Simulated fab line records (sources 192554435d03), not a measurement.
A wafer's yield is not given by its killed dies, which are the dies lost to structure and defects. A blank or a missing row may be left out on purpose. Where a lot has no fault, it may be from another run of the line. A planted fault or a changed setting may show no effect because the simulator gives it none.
fab line records | flow n5_finfet
record: lots: 9 wafers: 27 last_day: 17
route steps=1938 shown BEOL_M4@1056 PASSIVATION@1936
lots untouched by any fault: they come from a run of this same line in which no faults occurred
start_h: hours from the record's first day to the start of the lot's first wafer shown | wait_h: hours since the lot's step before | " the same as in the row above | L1.1+2: a single row standing in for several wafers | - either no value or no given start | * or withheld: withheld | < > ~ a bound
route shown NAME@n: NAME is a module with steps in the file, n the number in the route of the first one | usual: average and standard deviation across the fault-free wafers | same: alike in all rows | chamber/n: place in a boat | sites: each site's reading | _std_site: their standard deviation | _edge_site: the outer-site mean with the inner-site mean subtracted | radius_mm: for every site, how far away it sits from the centre of the wafer | mask NAME#n: copy n | behind: the most recent tool/chamber to have shaped the wafer | hold: why the lot was held/for how many hours/how that ended | device: the n, p or np transistor that did not switch | end of line: the same wafers' tests at the end of the route | a step with no rows: only its recipe | killed: count of dies lost to structure and defects at first sort (not the wafer's yield) | map: per-die view of a wafer (x killed, . not killed, _ where there is no die)
set.NAME: setting as actually run; set.NAME@STEP: the setting as run at that earlier step | model.NAME: the simulator's own value behind a step, which no gauge read
the route's steps for a sample of lots (tables are steps, rows are wafers)
services: when a tool's chamber went out of use (start_h, in hours from the record's first day, below 0 if earlier), for how many hours, and the reason
== steps ==
step: N5_BEOL_M4_CD_MEAS_28
recipe: target_cd_nm: 26.2 landing_energy_ev: 500 detector: se_inlens target_cd_y_nm: 24.1 polarity: opening
usual: cd_nm: 26.19/0.25
columns lot.wafer tool chamber start_h wait_h cd_nm
L262.1 cd_sem-01 0 181.53 - 26.00
L262.3 " 0 " " 26.54
L262.5 " 0 " " 26.08
L264.2 cd_sem-02 0 185.48 - 26.73
L264.3 " 0 " " 25.75
L264.6 " 0 " " 26.28
L265.2 cd_sem-02 0 201.98 - 26.09
L265.3 " 0 " " 26.03
L265.5 " 0 " " 26.16
L266.1 cd_sem-01 0 203.57 - 25.98
L266.3 " 0 " " 26.32
L266.6 " 0 " " 25.70
L273.4 cd_sem-03 0 244.95 - 25.92
L273.5 " 0 " " 25.96
L273.6 " 0 " " 26.11
L278.1 cd_sem-03 0 277.53 - 26.42
L278.2 " 0 " " 26.26
L278.6 " 0 " " 26.64
L280.2 cd_sem-02 0 286.56 - 26.29
L280.3 " 0 " " 26.41
L280.5 " 0 " " 25.95
L281.2 cd_sem-01 0 292.52 - 26.29
L281.5 " 0 " " 26.04
L281.6 " 0 " " 26.20
L282.4 cd_sem-03 0 300.45 - 26.31
L282.5 " 0 " " 26.50
L282.6 " 0 " " 26.03
step: N5_BEOL_M4_DESCUM_33
recipe: chemistry: O2 time_s: 7 source_power_w: 50 bias_power_w: 20 pressure_mtorr: 20 rf_frequency_hz: 2.712e+07 temp_c: 40 resist: CAR-EUV o2_flow_sccm: 225
usual: drypump_motor_current_A: 5.8/0.47 o2_flow_sccm: 225.0/0.65 oes_product_au: 0.79/0.093 rf_vpp_V: 243.3/1.4 showerhead_plenum_p_Torr: 2.10/0.078 throttle_valve_pct: 20.30/0.25
columns lot.wafer tool chamber start_h wait_h drypump_motor_current_A o2_flow_sccm oes_product_au rf_hours_counter_h rf_vpp_V showerhead_plenum_p_Torr throttle_valve_pct
L262.1 rie_diel-05 3 181.65 0.0 5.4 225.5 0.73 191 243.3 2.07 20.53
L262.3 " 2 " " 6.3 223.9 0.71 196 243.4 2.08 20.57
L262.5 " 1 " " 6.2 225.1 0.70 - 240.3 2.05 20.49
L264.2 rie_diel-01 3 185.60 0.0 5.1 225.5 0.81 67 244.6 2.20 20.07
L264.3 " 2 " " 5.4 226.5 0.81 77 244.7 2.22 20.21
L264.6 " 2 " " 5.4 224.8 0.81 - 243.8 2.22 20.24
L265.2 rie_diel-01 3 202.29 0.2 5.1 225.6 0.80 72 243.6 2.20 20.09
L265.3 " 2 " " 5.4 224.8 0.82 82 245.5 2.22 20.22
L265.5 " 1 " " 6.1 225.0 0.71 - 242.3 1.99 20.27
L266.1 rie_diel-01 3 203.69 0.0 5.1 224.3 0.80 73 244.5 2.20 20.08
L266.3 " 0 " " 5.5 224.8 0.96 6 243.2 2.14 19.80
L266.6 " 3 " " 5.1 224.0 0.80 - 245.2 2.20 20.07
L273.4 rie_diel-05 1 245.07 0.0 6.1 225.5 0.95 9 241.3 2.05 20.16
L273.5 " 1 " " 6.1 226.5 0.95 - 242.9 2.05 20.18
L273.6 " 2 " " 6.3 225.1 0.69 - 244.9 2.07 20.60
L278.1 rie_diel-05 3 277.65 0.0 5.4 225.2 0.70 226 243.4 2.06 20.59
L278.2 " 1 " " 6.2 225.0 0.90 22 241.9 2.04 20.18
L278.6 " 2 " " 6.3 225.9 0.68 - 244.1 2.07 20.61
L280.2 rie_diel-03 2 286.68 0.0 6.6 224.7 0.68 245 243.1 2.14 20.77
L280.3 " 0 " " 6.3 225.4 0.84 64 242.6 2.04 20.38
L280.5 " 0 " " 6.3 225.7 0.84 - 243.5 2.04 20.37
L281.2 rie_diel-05 3 292.80 0.2 5.4 224.5 0.70 233 242.0 2.06 20.60
L281.5 " 2 " " 6.3 225.3 0.68 - 241.4 2.07 20.62
L281.6 " 3 " " 5.4 224.8 0.69 - 244.2 2.06 20.60
L282.4 rie_diel-05 2 300.57 0.0 6.3 225.2 0.68 238 241.4 2.06 20.63
L282.5 " 1 " " 6.2 224.6 0.89 - 242.1 2.04 20.20
L282.6 " 2 " " 6.3 224.7 0.68 - 242.7 2.06 20.61
step: N5_BEOL_M4_ETCH_77
recipe: chemistry: N2/H2 target: underlayer target_depth_a: 65 mask_material: CAR-EUV time_s: 5.2 ion_energy_ev: 200 pressure_mtorr: 30 source_w: 840 bias_w: 150 n2_flow_sccm: 200 h2_flow_sccm: 200 ends: cleared
usual: drypump_motor_current_A: 5.8/0.47 etch_rf_on_time_s: 5.25/0.094 oes_product_au: 0.67/0.081 rf_vpp_V: 524.1/3 showerhead_plenum_p_Torr: 2.55/0.094 throttle_valve_pct: 17.75/0.27
columns lot.wafer tool chamber start_h wait_h drypump_motor_current_A etch_rf_on_time_s oes_product_au rf_hours_counter_h rf_vpp_V showerhead_plenum_p_Torr throttle_valve_pct
L262.1 rie_diel-05 3 181.68 0.0 5.4 5.39 0.61 191 521.7 2.54 18.01
L262.3 " 2 " " 6.3 5.37 0.58 196 522.1 2.53 18.05
L262.5 " 1 " " 6.2 5.20 0.59 - 523.6 2.50 18.01
L264.2 rie_diel-01 3 185.64 0.0 5.1 5.29 0.69 67 527.1 2.69 17.69
L264.3 " 2 " " 5.3 5.23 0.69 77 528.5 2.69 17.63
L264.6 " 2 " " 5.4 5.25 0.69 - 526.7 2.69 17.62
L265.2 rie_diel-01 3 202.32 0.0 5.1 5.28 0.67 72 524.3 2.69 17.67
L265.3 " 2 " " 5.4 5.15 0.69 82 526.8 2.68 17.64
L265.5 " 1 " " 6.1 5.38 0.60 - 520.5 2.42 17.68
L266.1 rie_diel-01 3 203.73 0.0 5.1 5.27 0.68 73 528.6 2.69 17.66
L266.3 " 0 " " 5.5 5.19 0.81 6 525.9 2.60 17.24
L266.6 " 3 " " 5.1 5.27 0.67 - 527.4 2.69 17.67
L273.4 rie_diel-05 1 245.10 0.0 6.2 5.16 0.81 9 521.3 2.49 17.63
L273.5 " 1 " " 6.2 5.14 0.80 - 522.4 2.50 17.66
L273.6 " 2 " " 6.3 5.34 0.59 - 523.8 2.52 18.08
L278.1 rie_diel-05 3 277.69 0.0 5.4 5.36 0.59 226 521.6 2.52 18.09
L278.2 " 1 " " 6.2 5.17 0.78 22 522.5 2.49 17.67
L278.6 " 2 " " 6.3 5.28 0.59 - 525.0 2.51 18.10
L280.2 rie_diel-03 2 286.71 0.0 6.6 5.28 0.57 245 527.9 2.61 18.32
L280.3 " 0 " " 6.3 5.17 0.72 64 522.9 2.47 17.64
L280.5 " 0 " " 6.3 5.19 0.72 - 526.0 2.47 17.68
L281.2 rie_diel-05 3 292.84 0.0 5.4 5.38 0.59 233 524.3 2.52 18.12
L281.5 " 2 " " 6.3 5.30 0.57 - 522.7 2.51 18.10
L281.6 " 3 " " 5.4 5.41 0.58 - 520.7 2.52 18.11
L282.4 rie_diel-05 2 300.60 0.0 6.3 5.28 0.58 238 522.1 2.51 18.10
L282.5 " 1 " " 6.1 5.12 0.76 - 520.5 2.49 17.71
L282.6 " 2 " " 6.3 5.28 0.58 - 522.1 2.51 18.10
step: N5_BEOL_M4_ETCH_69
recipe: chemistry: CF4 target: SiARC target_depth_a: 156 mask_material: CAR-EUV time_s: 26 ion_energy_ev: 80 pressure_mtorr: 40 source_w: 545 bias_w: 36 Ar_flow_sccm: 100 cf4_flow_sccm: 100 ends: cleared
usual: drypump_motor_current_A: 5.8/0.47 etch_rf_on_time_s: 26.3/0.4 oes_product_au: 0.67/0.082 rf_vpp_V: 184.1/1.2 showerhead_plenum_p_Torr: 2.15/0.074 throttle_valve_pct: 15.52/0.26
columns lot.wafer tool chamber start_h wait_h drypump_motor_current_A etch_rf_on_time_s oes_product_au rf_hours_counter_h rf_vpp_V showerhead_plenum_p_Torr throttle_valve_pct
L262.1 rie_diel-05 3 181.70 0.0 5.4 26.6 0.62 191 183.6 2.13 15.80
L262.3 " 2 " " 6.3 26.6 0.59 196 182.6 2.13 15.81
L262.5 " 1 " " 6.1 26.0 0.60 - 184.4 2.11 15.77
L264.2 rie_diel-01 3 185.66 0.0 5.1 26.4 0.68 67 186.0 2.25 15.29
L264.3 " 2 " " 5.4 26.2 0.70 77 184.7 2.26 15.35
L264.6 " 2 " " 5.4 26.0 0.70 - 184.5 2.26 15.35
L265.2 rie_diel-01 3 202.34 0.0 5.1 26.2 0.68 72 185.9 2.25 15.32
L265.3 " 2 " " 5.4 25.8 0.70 82 185.2 2.26 15.37
L265.5 " 1 " " 6.1 26.7 0.60 - 183.1 2.04 15.57
L266.1 rie_diel-01 3 203.74 0.0 5.1 26.6 0.67 73 183.9 2.25 15.31
L266.3 " 0 " " 5.5 30.7 0.74 6 183.8 2.19 15.03
L266.6 " 3 " " 5.1 26.5 0.68 - 185.6 2.25 15.30
L273.4 rie_diel-05 1 245.12 0.0 6.1 25.9 0.81 9 183.4 2.10 15.32
L273.5 " 1 " " 6.1 25.7 0.81 - 182.9 2.10 15.33
L273.6 " 2 " " 6.3 26.5 0.58 - 185.5 2.13 15.84
L278.1 rie_diel-05 3 277.70 0.0 5.4 26.8 0.59 226 183.5 2.12 15.84
L278.2 " 1 " " 6.1 26.1 0.77 22 183.4 2.10 15.35
L278.6 " 2 " " 6.3 26.7 0.57 - 183.7 2.12 15.88
L280.2 rie_diel-03 2 286.73 0.0 6.6 26.6 0.58 245 183.9 2.20 16.03
L280.3 " 0 " " 6.3 25.7 0.73 64 184.2 2.09 15.55
L280.5 " 0 " " 6.3 25.8 0.72 - 183.5 2.09 15.53
L281.2 rie_diel-05 3 292.85 0.0 5.4 26.6 0.59 233 184.2 2.12 15.87
L281.5 " 2 " " 6.3 26.6 0.58 - 183.2 2.12 15.88
L281.6 " 3 " " 5.4 26.8 0.59 - 184.3 2.12 15.87
L282.4 rie_diel-05 2 300.62 0.0 6.3 26.5 0.57 238 185.2 2.12 15.89
L282.5 " 1 " " 6.1 26.0 0.76 - 182.4 2.10 15.38
L282.6 " 2 " " 6.3 26.4 0.58 - 184.4 2.12 15.89
step: N5_BEOL_M4_RC_MEAS_101
usual: DIBL_N: 36.3/1.4 DIBL_P: 35.7/1.5 IOFF_N: 0.155/0.022 IOFF_P: 0.204/0.027 ION_N: 671/9 ION_P: 459/6.2 SS_N: 71.5/0.54 SS_P: 73.1/0.56 VT_N: 250.2/2.6 VT_P: -251/3.3
columns lot.wafer tool chamber start_h wait_h DIBL_N[mV/V] DIBL_P[mV/V] IOFF_N[nA/um] IOFF_P[nA/um] ION_N[uA/um] ION_P[uA/um] SS_N[mV/dec] SS_P[mV/dec] VT_N[mV] VT_P[mV]
L262.1 prober-02 0 189.13 0.0 35.0 34.9 0.137 0.171 663 453 70.7 72.3 250.8 -255
L262.3 " 0 " " 36.4 36.8 0.176 0.195 682 464 71.5 73.4 245.6 -254
L262.5 " 0 " " 38.2 38.8 0.212 0.222 686 456 71.1 73.6 243.2 -252
L264.2 prober-01 0 192.17 0.6 37.8 37.2 0.193 0.243 674 465 71.1 74.0 246.9 -246
L264.3 " 0 " " 35.7 35.6 0.148 0.210 670 464 70.6 73.3 250.1 -248
L264.6 " 0 " " 36.8 37.0 0.185 0.239 691 470 71.4 73.5 247.2 -246
L265.2 prober-01 0 209.97 0.2 39.1 38.6 0.197 0.257 682 466 72.3 73.6 247.3 -245
L265.3 " 0 " " 38.6 37.1 0.182 0.242 665 454 71.6 74.0 248.6 -246
L265.5 " 0 " " 38.9 37.1 0.195 0.238 678 458 73.4 73.4 250.4 -249
L266.1 prober-01 0 212.61 0.0 35.3 35.5 0.133 0.177 677 462 70.9 72.4 253.2 -255
L266.3 " 0 " " 36.1 35.9 0.149 0.185 661 451 71.3 73.4 251.9 -255
L266.6 " 0 " " 36.7 35.6 0.151 0.174 668 447 71.6 72.5 252.9 -258
L273.4 prober-01 0 253.56 0.5 36.8 34.0 0.151 0.169 666 454 71.4 72.9 248.8 -257
L273.5 " 0 " " 36.0 33.6 0.138 0.161 667 451 71.5 72.5 253.7 -254
L273.6 " 0 " " 35.6 33.8 0.136 0.166 671 457 71.4 73.1 252.2 -256
L278.1 prober-02 0 284.96 0.0 36.2 36.8 0.153 0.207 675 466 71.5 72.7 250.7 -250
L278.2 " 0 " " 36.3 36.8 0.158 0.213 671 460 71.3 73.0 251.5 -249
L278.6 " 0 " " 35.9 36.0 0.143 0.194 663 457 71.1 72.4 253.7 -251
L280.2 prober-02 0 294.24 0.2 37.1 36.6 0.183 0.232 679 465 71.5 72.9 246.5 -248
L280.3 " 0 " " 36.2 35.7 0.157 0.210 667 458 71.2 72.2 250.3 -249
L280.5 " 0 " " 37.1 37.5 0.176 0.248 677 468 71.0 73.3 246.7 -245
L281.2 prober-01 0 302.79 0.2 33.6 33.7 0.105 0.161 653 456 71.3 72.2 254.8 -251
L281.5 " 0 " " 36.1 36.6 0.139 0.207 663 461 71.6 73.2 251.6 -251
L281.6 " 0 " " 33.8 33.5 0.106 0.159 644 452 70.9 72.9 255.0 -254
L282.4 prober-01 0 307.64 0.5 35.3 34.7 0.137 0.179 669 460 71.7 72.8 250.5 -255
L282.5 " 0 " " 37.3 35.9 0.166 0.192 671 452 71.9 72.1 249.3 -252
L282.6 " 0 " " 35.1 34.5 0.135 0.178 668 457 71.5 72.3 253.9 -253
step: N5_PASSIVATION_PROBE_49
usual: defect_limited_yield: 91.0/1.5 killed_at_M0_to_M3: 36/12 killed_at_M4_up: 14/5.5 killed_at_contacts: 11/4.8 killed_at_front_end: 42/12 killed_at_other: 3.7/2.7 killed_dies: 106/18 killed_open: 70/13 killed_short: 35/8.2 sort_bin_5_function: 5.3/1 sort_bin_6_memory: 3.3/0.69 sort_n_pass: 1074/18 sort_yield_pct: 91.0/1.5
same: gross_dies: 1180 killed_at_back_side: 0 sort_bin_4_leakage[%]: 0 sort_bin_8_speed[%]: 0
columns lot.wafer tool chamber start_h wait_h defect_limited_yield[%] killed_at_M0_to_M3 killed_at_M4_up killed_at_contacts killed_at_front_end killed_at_other killed_dies killed_open killed_short sort_bin_5_function[%] sort_bin_6_memory[%] sort_n_pass sort_yield_pct[%]
L262.1 prober-02 - 299.90 0.0 89.7 48 5 10 56 3 122 83 38 6.2 3.9 1058 89.7
L262.3 prober-02 - 300.00 0.1 91.9 49 13 6 27 1 96 71 25 4.4 3.6 1084 91.9
L262.5 prober-02 - 300.10 0.2 89.2 52 10 6 56 4 128 85 43 6.7 3.5 1052 89.2
L264.2 prober-01 - 300.51 0.1 88.7 51 12 11 55 4 133 89 42 7.3 3.6 1047 88.7
L264.3 prober-01 - 300.56 0.1 92.0 27 16 13 32 6 94 54 39 4.7 2.8 1086 92.0
L264.6 prober-01 - 300.71 0.3 89.8 38 17 11 51 3 120 87 32 5.9 4.0 1060 89.8
L265.2 prober-01 - 315.88 0.1 90.5 45 14 5 44 4 112 72 37 5.4 3.7 1068 90.5
L265.3 prober-01 - 315.93 0.1 91.6 29 12 6 39 13 99 59 38 4.4 3.8 1081 91.6
L265.5 prober-01 - 316.03 0.2 88.6 40 29 13 45 7 134 85 45 6.6 4.4 1046 88.6
L266.1 prober-01 - 319.97 0.0 91.9 20 21 4 46 4 95 62 33 5.0 2.8 1085 91.9
L266.3 prober-01 - 320.07 0.1 90.6 40 11 7 44 9 111 77 33 5.8 3.5 1069 90.6
L266.6 prober-01 - 320.22 0.3 93.3 12 8 15 41 3 79 51 26 3.6 2.7 1101 93.3
L273.4 prober-01 - 348.74 0.2 88.3 60 14 8 53 3 138 80 56 7.5 3.5 1042 88.3
L273.5 prober-01 - 348.79 0.3 90.2 60 15 12 29 0 116 71 42 6.7 2.9 1064 90.2
L273.6 prober-01 - 348.84 0.3 91.4 45 7 14 34 2 102 64 37 5.8 2.5 1078 91.4
L280.2 prober-01 - 389.16 0.1 93.2 33 8 5 32 2 80 53 25 4.2 2.4 1100 93.2
L280.3 prober-01 - 389.21 0.1 93.1 33 7 21 21 0 82 60 20 4.1 2.5 1098 93.1
L280.5 prober-01 - 389.31 0.2 91.4 27 11 18 43 3 102 69 31 5.8 2.8 1078 91.4
L278.1 prober-01 - 399.64 0.0 89.4 44 13 6 54 8 125 81 44 6.2 4.2 1055 89.4
L278.2 prober-01 - 399.69 0.1 90.2 40 15 19 42 0 116 75 41 5.8 3.6 1064 90.2
L278.6 prober-01 - 399.89 0.3 89.3 48 14 9 51 4 126 87 39 6.8 3.6 1054 89.3
L281.2 prober-01 - 406.11 0.1 91.6 22 17 11 44 5 99 65 34 4.8 3.3 1081 91.6
L281.5 prober-01 - 406.26 0.2 92.8 26 11 8 36 4 85 53 28 4.1 2.8 1095 92.8
L281.6 prober-01 - 406.31 0.3 91.5 31 26 8 28 7 100 69 30 5.3 3.1 1080 91.5
L282.4 prober-01 - 413.60 0.2 92.9 26 20 16 18 4 84 54 29 4.5 2.5 1096 92.9
L282.5 prober-01 - 413.65 0.2 93.3 26 6 8 26 13 79 55 23 3.8 2.8 1101 93.3
L282.6 prober-01 - 413.70 0.3 93.2 28 8 10 31 3 80 51 25 3.4 3.2 1100 93.2
killed by level:class
L262.1 STI_FIN_REVEAL:geometric_particle:open=21 BEOL_M3:geometric_particle:open=12 FIN_SAQP:geometric_particle:open=9 MOL_CONTACT_COAG:geometric_particle:open=8 BEOL_M0_SAQP:geometric_particle:open=8 BEOL_M0_SAQP:geometric_particle:short=6 GATE_CUT:geometric_particle:short=6 BEOL_M1:geometric_particle:open=5
L262.3 BEOL_M1:geometric_particle:open=11 BEOL_M0:geometric_particle:open=11 BEOL_M0_SAQP:geometric_particle:open=8 BEOL_M3:geometric_particle:open=8 GATE_CUT:geometric_particle:short=6 STI_FIN_REVEAL:geometric_particle:open=6 BEOL_M4:geometric_particle:open=6 FIN_SAQP:geometric_particle:open=5
L262.5 FIN_SAQP:geometric_particle:open=16 BEOL_M0_SAQP:geometric_particle:open=16 BEOL_M0_SAQP:geometric_particle:short=13 STI_FIN_REVEAL:geometric_particle:open=9 FIN_SAQP:geometric_particle:short=8 BEOL_M1:geometric_particle:open=7 BEOL_M3:geometric_particle:open=7 GATE_CUT:geometric_particle:short=5
L264.2 STI_FIN_REVEAL:geometric_particle:open=21 BEOL_M3:geometric_particle:open=13 BEOL_M0_SAQP:geometric_particle:open=12 BEOL_M0_SAQP:geometric_particle:short=11 BEOL_M1:geometric_particle:open=8 FIN_SAQP:geometric_particle:short=7 DUMMY_GATE:geometric_particle:open=6 MOL_CONTACT_COAG:geometric_particle:open=6
L264.3 BEOL_M2:geometric_particle:open=11 MOL_CONTACT_COAG:geometric_particle:open=9 STI_FIN_REVEAL:geometric_particle:open=5 FIN_SAQP:geometric_particle:short=4 DUMMY_GATE:geometric_particle:open=4 GATE_CUT:geometric_particle:open=4 GATE_CUT:geometric_particle:short=4 MOL_CONTACT_COAG:geometric_particle:short=4
L264.6 STI_FIN_REVEAL:geometric_particle:open=22 FIN_SAQP:geometric_particle:open=9 MOL_CONTACT_COAG:geometric_particle:open=9 BEOL_M3:geometric_particle:open=8 BEOL_M0_SAQP:geometric_particle:open=7 BEOL_M0_SAQP:geometric_particle:short=6 BEOL_M2:geometric_particle:open=6 BEOL_M4:geometric_particle:open=6
L265.2 BEOL_M2:geometric_particle:open=14 BEOL_M0_SAQP:geometric_particle:open=11 FIN_SAQP:geometric_particle:short=10 FIN_SAQP:geometric_particle:open=9 BEOL_M0_SAQP:geometric_particle:short=9 DUMMY_GATE:geometric_particle:open=7 BEOL_M3:geometric_particle:open=6 BEOL_M4:geometric_particle:open=6
L265.3 FIN_SAQP:geometric_particle:short=12 BEOL_M0_SAQP:geometric_particle:short=8 FIN_SAQP:geometric_particle:open=7 MIM_TOP_ETCH:geometric_particle:open=6 MOL_CONTACT_COAG:geometric_particle:open=6 BEOL_M2:geometric_particle:open=6 GATE_CUT:geometric_particle:short=5 STI_FIN_REVEAL:geometric_particle:open=4
L265.5 BEOL_M4:geometric_particle:open=17 BEOL_M0_SAQP:geometric_particle:short=11 FIN_SAQP:geometric_particle:open=10 MOL_CONTACT_COAG:geometric_particle:open=10 FIN_SAQP:geometric_particle:short=8 GATE_CUT:geometric_particle:short=8 BEOL_M2:geometric_particle:open=8 GATE_CUT:geometric_particle:open=5
L266.1 FIN_SAQP:geometric_particle:open=9 BEOL_M5:geometric_particle:open=8 FIN_SAQP:geometric_particle:short=7 DUMMY_GATE:geometric_particle:open=6 GATE_CUT:geometric_particle:short=6 STI_FIN_REVEAL:geometric_particle:open=5 BEOL_M0_SAQP:geometric_particle:open=4 BEOL_M2:geometric_particle:open=4
L266.3 STI_FIN_REVEAL:geometric_particle:open=13 BEOL_M3:geometric_particle:open=9 FIN_SAQP:geometric_particle:open=8 DUMMY_GATE:geometric_particle:open=7 BEOL_M0_SAQP:geometric_particle:open=7 BEOL_M2:geometric_particle:open=7 BEOL_M1:geometric_particle:open=6 PASS1_CAP:geometric_particle:short=6
L266.6 STI_FIN_REVEAL:geometric_particle:open=14 MOL_CONTACT_COAG:geometric_particle:open=11 FIN_SAQP:geometric_particle:short=7 BEOL_M3:geometric_particle:open=5 DUMMY_GATE:geometric_particle:open=5 GATE_CUT:geometric_particle:short=5 MOL_CONTACT_COAG:geometric_particle:short=4 BEOL_M2:geometric_particle:open=4
L273.4 BEOL_M0_SAQP:geometric_particle:short=14 BEOL_M1:geometric_particle:open=12 FIN_SAQP:geometric_particle:short=10 STI_FIN_REVEAL:geometric_particle:open=10 BEOL_M0_SAQP:geometric_particle:open=10 MOL_CONTACT_COAG:geometric_particle:open=7 BEOL_M1:geometric_particle:short=7 FIN_SAQP:geometric_particle:open=6
L273.5 BEOL_M1:geometric_particle:open=13 BEOL_M2:geometric_particle:open=13 BEOL_M1:geometric_particle:short=9 MOL_CONTACT_COAG:geometric_particle:open=8 BEOL_M0_SAQP:geometric_particle:short=8 BEOL_M0_SAQP:geometric_particle:open=8 STI_FIN_REVEAL:geometric_particle:open=7 BEOL_M4:geometric_particle:open=5
L273.6 MOL_CONTACT_COAG:geometric_particle:open=11 BEOL_M2:geometric_particle:open=11 FIN_SAQP:geometric_particle:short=8 BEOL_M0_SAQP:geometric_particle:open=8 BEOL_M0_SAQP:geometric_particle:short=8 STI_FIN_REVEAL:geometric_particle:open=6 BEOL_M2:geometric_particle:short=6 BEOL_M3:geometric_particle:open=6
L280.2 BEOL_M0_SAQP:geometric_particle:open=8 STI_FIN_REVEAL:geometric_particle:open=7 DUMMY_GATE:geometric_particle:open=6 BEOL_M2:geometric_particle:open=6 BEOL_M0_SAQP:geometric_particle:short=5 BEOL_M1:geometric_particle:open=5 FIN_SAQP:geometric_particle:open=3 MOL_CONTACT_COAG:geometric_particle:open=3
L280.3 MOL_CONTACT_COAG:geometric_particle:open=20 BEOL_M2:geometric_particle:open=9 STI_FIN_REVEAL:geometric_particle:open=8 BEOL_M0_SAQP:geometric_particle:open=6 BEOL_M0_SAQP:geometric_particle:short=5 BEOL_M3:geometric_particle:open=5 BEOL_M1:geometric_particle:short=4 STI_FIN_REVEAL:geometric_particle:short=2
L280.5 STI_FIN_REVEAL:geometric_particle:open=15 MOL_CONTACT_COAG:geometric_particle:open=14 FIN_SAQP:geometric_particle:open=8 BEOL_M0_SAQP:geometric_particle:short=8 BEOL_M0_SAQP:geometric_particle:open=6 STI_FIN_REVEAL:geometric_particle:short=4 MOL_CONTACT_COAG:geometric_particle:short=4 BEOL_M0:geometric_particle:short=4
L278.1 STI_FIN_REVEAL:geometric_particle:open=12 FIN_SAQP:geometric_particle:open=11 FIN_SAQP:geometric_particle:short=9 BEOL_M0_SAQP:geometric_particle:short=7 BEOL_M0_SAQP:geometric_particle:open=7 BEOL_M2:geometric_particle:open=7 MOL_CONTACT_COAG:geometric_particle:open=6 ILD0:geometric_particle:short=5
L278.2 MOL_CONTACT_COAG:geometric_particle:open=15 BEOL_M0_SAQP:geometric_particle:open=9 FIN_SAQP:geometric_particle:open=8 BEOL_M0_SAQP:geometric_particle:short=8 FIN_SAQP:geometric_particle:short=7 STI_FIN_REVEAL:geometric_particle:open=7 BEOL_M1:geometric_particle:open=6 STI_FIN_REVEAL:geometric_particle:short=5
L278.6 BEOL_M2:geometric_particle:open=15 FIN_SAQP:geometric_particle:open=11 BEOL_M1:geometric_particle:open=10 MOL_CONTACT_COAG:geometric_particle:open=6 BEOL_M5:geometric_particle:open=6 STI_FIN_REVEAL:geometric_particle:open=5 GATE_CUT:geometric_particle:short=5 BEOL_M0_SAQP:geometric_particle:open=5
L281.2 FIN_SAQP:geometric_particle:open=12 BEOL_M4:geometric_particle:open=10 MOL_CONTACT_COAG:geometric_particle:open=9 GATE_CUT:geometric_particle:short=8 FIN_SAQP:geometric_particle:short=7 DUMMY_GATE:geometric_particle:open=5 BEOL_M0_SAQP:geometric_particle:open=5 BEOL_M3:geometric_particle:open=5
L281.5 BEOL_M3:geometric_particle:open=7 FIN_SAQP:geometric_particle:short=6 BEOL_M1:geometric_particle:open=6 FIN_SAQP:geometric_particle:open=5 DUMMY_GATE:geometric_particle:open=5 MOL_CONTACT_COAG:geometric_particle:open=5 BEOL_M1:geometric_particle:short=4 BEOL_M2:geometric_particle:open=4
L281.6 BEOL_M4:geometric_particle:open=13 BEOL_M5:geometric_particle:open=9 DUMMY_GATE:geometric_particle:open=7 MOL_CONTACT_COAG:geometric_particle:open=7 BEOL_M1:geometric_particle:open=7 BEOL_M2:geometric_particle:open=7 BEOL_M3:geometric_particle:open=5 BEOL_M3:geometric_particle:short=5
L282.4 MOL_CONTACT_COAG:geometric_particle:open=11 BEOL_M4:geometric_particle:short=10 BEOL_M0_SAQP:geometric_particle:open=6 BEOL_M2:geometric_particle:open=6 BEOL_M3:geometric_particle:open=6 MOL_CONTACT_COAG:geometric_particle:short=5 DUMMY_GATE:geometric_particle:open=4 FIN_SAQP:geometric_particle:open=3
L282.5 BEOL_M3:geometric_particle:open=10 FIN_SAQP:geometric_particle:open=6 MOL_CONTACT_COAG:geometric_particle:open=6 BEOL_M0:geometric_particle:open=6 ILD0:geometric_particle:open=4 STARTING-WAFER:geometric_particle:short=4 DUMMY_GATE:geometric_particle:open=3 BEOL_M0_SAQP:geometric_particle:open=3
L282.6 BEOL_M3:geometric_particle:open=11 MOL_CONTACT_COAG:geometric_particle:open=9 GATE_CUT:geometric_particle:short=7 BEOL_M0_SAQP:geometric_particle:open=7 STI_FIN_REVEAL:geometric_particle:open=6 ILD0:geometric_particle:short=4 BEOL_M4:geometric_particle:short=4 BEOL_M0:geometric_particle:open=3
== services ==
columns tool chamber start_h hours kind
rie_diel-01 0 162.56 - clean
rie_diel-01 0 162.56 - consumable_replace:esc
rie_diel-01 0 162.56 - consumable_replace:focus_ring
rie_diel-01 0 162.56 21.0 scheduled_down
rie_diel-01 0 162.56 21.0 vent_cycle
rie_diel-05 1 202.25 - clean
rie_diel-05 1 202.25 - consumable_replace:focus_ring
rie_diel-05 1 202.25 14.5 scheduled_down
rie_diel-05 1 202.25 14.5 vent_cycle
rie_diel-01 0 225.59 5.0 repair
rie_diel-01 1 246.01 6.7 repair
rie_diel-05 0 261.01 - clean
rie_diel-05 0 261.01 - consumable_replace:focus_ring
rie_diel-05 0 261.01 24.8 scheduled_down
rie_diel-05 0 261.01 24.8 vent_cycle
rie_diel-01 1 300.08 2.1 repair
== key ==
first_sign: step: N5_BEOL_M4_ETCH_69 reading: etch_rf_on_time_s direction: up sigmas: 11 usual: * struck: *
effect none on later readings
met_at N5_BEOL_M4_ETCH_69
struck_lots L266
struck_wafers L266.3
not_acting_at N5_BEOL_M4_CD_MEAS_28,N5_BEOL_M4_DESCUM_33,N5_BEOL_M4_ETCH_77
onset_between 202.34 203.74
fault: kind: process_parameter_drift tool: rie_diel-01 chamber: - onset_h: 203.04 steps: N5_BEOL_M4_ETCH_69 channel: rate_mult offset: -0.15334 shape: step end_h: 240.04 scope: struck_wafers_only
